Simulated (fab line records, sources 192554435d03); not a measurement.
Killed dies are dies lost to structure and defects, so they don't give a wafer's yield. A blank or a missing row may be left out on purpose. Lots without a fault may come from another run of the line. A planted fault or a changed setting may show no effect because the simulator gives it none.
Which tool did it? | flow n5_finfet | 10 lots, 30 wafers sampled, at 2 steps of a route of 1938

WHAT THE GAUGES READ, wafer by wafer
N5_BEOL_M4_RC_MEAS_101.
lot  | measured     | on        | DIBL_N (mV/V)
L211 | day 7 19:40  | prober-02 | 35.0 35.8 35.0
L213 | day 7 21:46  | prober-02 | 34.2 33.8 34.3
L212 | day 8 15:25  | prober-01 | 34.9 32.9 34.9
L214 | day 8 15:26  | prober-02 | 36.6 32.9 34.7
L221 | day 10 06:25 | prober-01 | 38.0
L226 | day 12 13:22 | prober-02 | 37.4 39.5 34.0
L227 | day 12 01:48 | prober-02 | 31.7 34.5 33.8
L232 | day 12 23:56 | prober-01 | 37.1 36.5 33.7
L233 | day 13 21:09 | prober-02 | 35.9 35.5 35.3
L234 | day 13 23:44 | prober-02 | 34.4 35.2 32.4

WHICH TOOL RAN EACH LOT (tool, then ch and the chambers of the sampled wafers, then the start)
lot  | N5_BEOL_M2_EXPOSE_08
L211 | euv_scanner-02 ch 0, day 6 17:33
L213 | euv_scanner-02 ch 0, day 6 18:49
L212 | euv_scanner-01 ch 0, day 6 23:46
L214 | euv_scanner-01 ch 0, day 7 07:47
L221 | euv_scanner-01 ch 0, day 9 02:27
L226 | euv_scanner-02 ch 0, day 10 13:52
L227 | euv_scanner-02 ch 0, day 10 21:01
L232 | euv_scanner-02 ch 0, day 11 16:05
L233 | euv_scanner-02 ch 0, day 12 07:26
L234 | euv_scanner-01 ch 0, day 12 11:02
- N5_BEOL_M2_EXPOSE_08: exposes mask M2.

THE ANSWER, worked out from the rows above alone
Rule: what is usual is taken from the lots themselves. Put in order of their means at a reading, lots are off if they are a third of the lots or fewer, leave a main group of 4 or more, and stand apart from it by a gap of 3 or more times the standard deviation of the main group's means; of several such gaps the widest counts. A main group whose means are all the same, to the digits that the tables above print for the reading, isn't used. A lot without any number at a reading at which 4 lots or more have one is off too. The other lots that the step has rows for count as sound.
No lot is off at any reading shown: from this, nothing can be told.

WHAT THE SIMULATOR HAD PUT IN
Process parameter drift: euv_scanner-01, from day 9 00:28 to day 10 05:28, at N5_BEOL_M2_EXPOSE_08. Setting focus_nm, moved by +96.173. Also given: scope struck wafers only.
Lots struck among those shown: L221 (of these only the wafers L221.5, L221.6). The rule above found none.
